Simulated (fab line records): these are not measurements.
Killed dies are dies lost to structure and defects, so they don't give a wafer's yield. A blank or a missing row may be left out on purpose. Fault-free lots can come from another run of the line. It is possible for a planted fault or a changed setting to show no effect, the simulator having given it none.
Split-lot experiment | flow n5_finfet | route with 1938 steps; 7 lots, 21 wafers read

ON THE SPLIT
At N5_BEOL_M5_TRENCH_ETCH_37 (etches SiCOH lowk in C4F6/O2, target depth 71.652 nm, time 24.7 s), the setting time_s was moved away from the recipe's 24.7 s on 10 of the 21 wafers read, by -18.5% to +18.7%. This setting was run at the recipe's value on the other wafers.

FROM THE SPLIT TO THE READING: what the file shows between them, 13 steps
- N5_BEOL_M5_ETCH_41: etches SiCN in CH3F/O2, target depth 31.5 nm, time 56.7 s
- N5_BEOL_M5_STRIP_91: strips in N2/H2, time 10 s
- N5_BEOL_M5_OCD_MEAS_38
- N5_BEOL_M5_HM_STRIP_39: strips TiN in peroxide tin strip, target depth 25 nm, time 158 s
- N5_BEOL_M5_SRD_40: time 30 s
- N5_BEOL_M5_ECD_50: material Cu, target thk 300 nm
- N5_BEOL_M5_ANNEAL_51: time 90 s
- N5_BEOL_M5_CMP_52: polishes, stops on SiCOH lowk, t overpolish 6.9 s, target thk 62 nm
- N5_BEOL_M5_THK_MEAS_53: measures by xrf
- N5_BEOL_M5_PRE_CLEAN_77: time 15 s
- N5_BEOL_M5_CO_CAP_78: material Co, precursor CCTBA/H2, target thk 2 nm, time 102.1 s
- N5_BEOL_M5_PRE_CLEAN_55: time 15 s
- N5_BEOL_M5_DEP_56: deposits SiCN from 3MS/NH3, target thk 8 nm, time 14 s

THE READING
Measured at N5_BEOL_M5_RS_MEAS_57 by four-point probe: M5_RS, in ohm/sq. On this fab line, fault-free wafers typically give 0.391 ohm/sq with a standard deviation of 0.016 ohm/sq.

wafer  | tool, chamber at the split | time_s as run, s | against the recipe | M5_RS, ohm/sq | against lot-mates on the recipe
L076.1 | rie_diel-04, 0             | 28.01            | +13.4%             | 0.331         | -0.095
L076.5 | rie_diel-04, 1             | 24.7             | recipe             | 0.426         | -
L076.6 | rie_diel-04, 2             | 28.01            | +13.4%             | 0.338         | -0.088
L080.2 | rie_diel-03, 0             | 24.7             | recipe             | 0.383         | -
L080.4 | rie_diel-03, 0             | 29.31            | +18.7%             | 0.301         | -0.082
L080.5 | rie_diel-03, 0             | 29.31            | +18.7%             | 0.302         | -0.081
L081.2 | rie_diel-04, 0             | 21.06            | -14.7%             | 0.484         | +0.104
L081.3 | rie_diel-04, 2             | 24.7             | recipe             | 0.384         | -
L081.4 | rie_diel-04, 3             | 24.7             | recipe             | 0.376         | -
L084.3 | rie_diel-06, 3             | 27.09            | +9.7%              | 0.357         | -0.025
L084.5 | rie_diel-06, 2             | 24.7             | recipe             | 0.382         | -
L084.6 | rie_diel-06, 3             | 27.09            | +9.7%              | 0.353         | -0.029
L091.1 | rie_diel-06, 3             | 24.7             | recipe             | 0.382         | -
L091.4 | rie_diel-06, 2             | 24.7             | recipe             | 0.401         | -
L091.5 | rie_diel-06, 1             | 24.7             | recipe             | 0.386         | -
L094.1 | rie_diel-04, 0             | 20.12            | -18.5%             | 0.517         | +0.131
L094.2 | rie_diel-04, 2             | 24.7             | recipe             | 0.386         | -
L094.5 | rie_diel-04, 0             | 24.7             | recipe             | 0.387         | -
L093.3 | rie_diel-06, 0             | 24.7             | recipe             | 0.379         | -
L093.5 | rie_diel-06, 0             | 26.5             | +7.3%              | 0.340         | -0.039
L093.6 | rie_diel-06, 3             | 26.5             | +7.3%              | 0.349         | -0.030

FIT RESULTS
A straight line over all 21 wafers: M5_RS changes by -0.00533 ohm/sq for each +1% of time_s; r = -0.96; the points scatter about the line by 0.015 ohm/sq.
The same after taking each lot's own level away (the mean of its wafers on the recipe; 21 wafers): -0.0057 ohm/sq for each +1%; r = -0.97; scatter 0.014 ohm/sq.
That fit puts the effect of the largest move of time_s on the reading at 0.11 ohm/sq.
Across the lots, their own levels run from 0.3790 to 0.4260 ohm/sq, a range of 2.9 times the standard deviation given above.
The two slopes are in agreement: the lot-to-lot level therefore moves the slope only a little.
Check: for one of the wafers moved furthest among these (+18.7%), held out of the fit, the line's prediction against its lot-mates is -0.104 ohm/sq. Against them it came out at -0.082 ohm/sq.

ADDITIONAL SPLITS CARRIED BY THESE WAFERS
Other splits were also applied to these wafers ahead of the reading. Each is held against what the fit with the lots' levels taken away leaves over:
other split on the same wafers   | wafers away from the commonest value | r with M5_RS (lot level and that fit taken away)
N5_BEOL_M0_CUTY_ETCH_63 source_w | 8                                    | +0.02
N5_BEOL_M2_ETCH_69 bias_w        | 5                                    | +0.64
N5_BEOL_M4_COAT_62 spin_rpm      | 3                                    | -0.36
N5_BEOL_M5_ETCH_68 bias_w        | 9                                    | -0.15

THE WHOLE CHAIN: every reading that the file lists as answering this split, in the file's order
step                      | what it does                                                        | reading                                                                      | change (the file's fit)               | r (the file's)
N5_BEOL_M5_TRENCH_ETCH_37 | etches SiCOH lowk in C4F6/O2, target depth 71.652 nm, time 24.7 s   | etch.depth_nm (the simulator's own value, which no gauge read)               | +0.774 nm for each +1% of the setting | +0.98
N5_BEOL_M5_TRENCH_ETCH_37 | etches SiCOH lowk in C4F6/O2, target depth 71.652 nm, time 24.7 s   | BEOL_M5.feature_depth_nm (the simulator's own value, which no gauge read)    | +0.773 nm for each +1% of the setting | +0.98
N5_BEOL_M5_OCD_MEAS_38    |                                                                     | trench_depth_nm                                                              | +0.771 nm for each +1% of the setting | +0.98
N5_BEOL_M5_CMP_52         | polishes, stops on SiCOH lowk, t overpolish 6.9 s, target thk 62 nm | Cu_of_BEOL_M5_ECD_50.thk_nm (the simulator's own value, which no gauge read) | +0.738 nm for each +1% of the setting | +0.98
N5_BEOL_M5_THK_MEAS_53    | measures by xrf                                                     | M5_THK                                                                       | +0.738 for each +1% of the setting    | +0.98
N5_BEOL_M5_RS_MEAS_57     | measures by four-point-probe                                        | M5_RS                                                                        | -0.00584 for each +1% of the setting  | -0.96

THE FILE'S OWN FIT
M5_RS changes by -0.00584 ohm/sq for each +1% of time_s, r = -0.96.
